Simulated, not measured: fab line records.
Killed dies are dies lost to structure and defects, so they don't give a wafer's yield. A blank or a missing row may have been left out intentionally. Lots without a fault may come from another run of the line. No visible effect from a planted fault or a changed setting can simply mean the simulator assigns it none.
The same fault as seen by 2 desks	flow nand_harc	only its own numbers are on each desk; what lay behind them is given at the end

## METROLOGY DESK
Lot by lot, what the gauges showed, no matter which tool ran the lot: averages of those sampled wafers that carry a number. A lot is out of limits, marked OUT, if its mean lies more than 4 standard deviations from the usual mean; the brackets give that distance.
Columns: A = cd_nm at NHARC_P_BONDPAD_CD_MEAS_09, usual 499.6 nm; B = overlay_x_nm at NHARC_P_BONDPAD_OVL_MEAS_38, usual 0 nm; C = overlay_y_nm at NHARC_P_BONDPAD_OVL_MEAS_38, usual 0 nm; D = cd_nm at NHARC_P_BONDPAD_CD_MEAS_13, usual 499.3 nm
lot	first seen here	A	B	C	D
L221	day 8 14:29	497.6	10	-1	497.6
L222	day 9 01:59	499.9	-1	-2	501.4
L230	day 12 21:17	498.6	5	6	498.8
L235	day 14 12:10	500.3	-8	2	500.3
L238	day 15 17:11	496.4	-7	0	496.4
This desk's verdict: no lot among the 5 shows anything out of limits.

## TOOL OWNER'S DESK, pvd_sputter-03
The tool's own readings at NHARC_P_BONDPAD_PVD_17 (deposits TaN, target thk 5 nm, time 8.06 s): means of the sampled wafers that have a number, for each lot that ran on this tool. A lot is out of limits, marked OUT, if its mean lies more than 4 standard deviations from the usual mean; the brackets give that distance.
Columns: A = chamber_pressure_pa at NHARC_P_BONDPAD_PVD_17, usual 0.12001 Pa; B = throttle_valve_pct at NHARC_P_BONDPAD_PVD_17, usual 30.2 %
lot	first seen here	A	B
L222	day 9 03:23	0.12014	30.6
L230	day 12 22:32	0.12002	30.4
This desk's verdict: no lot among the 2 shows anything out of limits.

## PUT TOGETHER
Nothing out of limits was seen by the metrology desk.
Nothing out of limits was seen by the tool owner's desk.

## WHAT THE SIMULATOR HAD INSERTED
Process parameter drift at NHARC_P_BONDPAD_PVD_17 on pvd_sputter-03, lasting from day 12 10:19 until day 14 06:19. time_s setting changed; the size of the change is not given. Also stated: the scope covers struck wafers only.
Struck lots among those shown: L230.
